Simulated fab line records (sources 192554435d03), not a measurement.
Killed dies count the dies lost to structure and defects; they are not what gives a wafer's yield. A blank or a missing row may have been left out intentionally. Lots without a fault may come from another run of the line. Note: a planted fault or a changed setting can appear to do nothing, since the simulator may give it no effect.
Lot-split experiment + flow n5-finfet + 21 wafers read across 7 lots, on a route 1938 steps long

== ABOUT THE SPLIT ==
At N5_BEOL_M14_EXPOSE_25 (exposes mask M14, target cd 280 nm), the setting dose-mj was moved away from the recipe's 26.6 on 9 of the 21 wafers read, by -4.8% to +3.9%. This setting was run at the recipe's value on the other wafers.

== FROM THE SPLIT TO THE READING: what the file shows between them, 3 steps ==
- N5_BEOL_M14_PEB_26: peb time 90 s
- N5_BEOL_M14_DEVELOP_27: develop time 45 s
- N5_BEOL_M14_HARDBAKE_32: time 120 s

== THE READING ==
cd-nm (nm) at N5_BEOL_M14_CD_MEAS_28, where the cd target is 284.4 nm. Typical for fault-free wafers on this fab line: 284.3 nm, with standard deviation 1.8 nm.

| wafer  | tool, chamber at the split | dose-mj as run | against the recipe | cd-nm, nm | against lot-mates on the recipe |
|--------|----------------------------|----------------|--------------------|-----------|---------------------------------|
| L075.1 | krf-scanner-01, 0          | 26.6           | recipe             | 283.5     | -                               |
| L075.3 | krf-scanner-01, 0          | 26.6           | recipe             | 284.3     | -                               |
| L075.6 | krf-scanner-01, 0          | 26.6           | recipe             | 283.8     | -                               |
| L079.2 | krf-scanner-01, 0          | 26.6           | recipe             | 285.2     | -                               |
| L079.3 | krf-scanner-01, 0          | 25.52          | -4.1%              | 277.3     | -7.9                            |
| L079.5 | krf-scanner-01, 0          | 25.52          | -4.1%              | 276.5     | -8.7                            |
| L083.2 | krf-scanner-01, 0          | 25.33          | -4.8%              | 277.6     | no lot-mate on the recipe       |
| L083.3 | krf-scanner-01, 0          | 25.33          | -4.8%              | 278.9     | no lot-mate on the recipe       |
| L083.4 | krf-scanner-01, 0          | 25.33          | -4.8%              | 277.1     | no lot-mate on the recipe       |
| L082.1 | krf-scanner-02, 0          | 25.44          | -4.4%              | 273.7     | -11.2                           |
| L082.2 | krf-scanner-02, 0          | 26.6           | recipe             | 284.9     | -                               |
| L082.5 | krf-scanner-02, 0          | 25.44          | -4.4%              | 274.6     | -10.3                           |
| L086.2 | krf-scanner-02, 0          | 26.6           | recipe             | 284.4     | -                               |
| L086.5 | krf-scanner-02, 0          | 26.6           | recipe             | 283.8     | -                               |
| L086.6 | krf-scanner-02, 0          | 26.6           | recipe             | 283.9     | -                               |
| L092.2 | krf-scanner-01, 0          | 26.6           | recipe             | 284.6     | -                               |
| L092.5 | krf-scanner-01, 0          | 26.6           | recipe             | 288.2     | -                               |
| L092.6 | krf-scanner-01, 0          | 26.6           | recipe             | 285.6     | -                               |
| L097.2 | krf-scanner-01, 0          | 26.6           | recipe             | 288.7     | -                               |
| L097.4 | krf-scanner-01, 0          | 27.64          | +3.9%              | 293.6     | +4.9                            |
| L097.5 | krf-scanner-01, 0          | 27.64          | +3.9%              | 292.6     | +3.9                            |

FIT RESULTS
A straight line over all 21 wafers: cd-nm changes by +1.94 nm for each +1% of dose-mj; r = +0.95; the points scatter about the line by 1.8 nm.
The same after taking each lot's own level away (the mean of its wafers on the recipe; 18 wafers): +1.86 nm for each +1%; r = +0.96; scatter 1.4 nm.
On that fit, the largest move of dose-mj shifts the reading by 8.9 nm.
From 283.87 to 288.70 nm: that is the span of the lots' own levels, equal to 2.7 times the standard deviation above.
So the lot-to-lot level changes the slope little: the two slopes agree.
Check: with one of the wafers moved furthest among these (-4.4%) left out of the fit, the line predicts -8.19 nm for it against its lot-mates. It came out at -11.2 nm against them.

== FURTHER SPLITS ON THESE WAFERS ==
Note: prior to the reading, these wafers also went through further splits. Each is held against what the fit with the lots' levels taken away leaves over:
| other split on the same wafers | wafers away from the commonest value | r with cd-nm (lot level and that fit taken away) |
|--------------------------------|--------------------------------------|--------------------------------------------------|
| N5_BEOL_M13_ETCH_59 time-s     | 5                                    | -0.31                                            |
| N5_BEOL_M13_COAT_65 spin-rpm   | 8                                    | +0.22                                            |

== THE WHOLE CHAIN: every reading that the file lists as answering this split, in the file's order ==
| step                   | what it does                                           | reading                                                         | change (the file's fit)              | r (the file's) |
|------------------------|--------------------------------------------------------|-----------------------------------------------------------------|--------------------------------------|----------------|
| N5_BEOL_M14_CD_MEAS_28 | target cd 284.4 nm                                     | cd-nm                                                           | +1.92 nm for each +1% of the setting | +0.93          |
| N5_BEOL_M14_DESCUM_33  | chemistry O2, time 7.9 s                               | BEOL_M14.cd-nm (the simulator's own value, which no gauge read) | +1.94 nm for each +1% of the setting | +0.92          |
| N5_BEOL_M14_ETCH_67    | etches SiARC in CF4, target depth 143 nm, time 238.3 s | BEOL_M14.cd-nm (the simulator's own value, which no gauge read) | +2.07 nm for each +1% of the setting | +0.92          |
| N5_BEOL_M14_ETCH_68    | etches SOC in N2/H2, time 450 s                        | BEOL_M14.cd-nm (the simulator's own value, which no gauge read) | +2.5 nm for each +1% of the setting  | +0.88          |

== THE FILE'S OWN FIT ==
cd-nm changes by +1.92 nm for each +1% of dose-mj, r = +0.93.
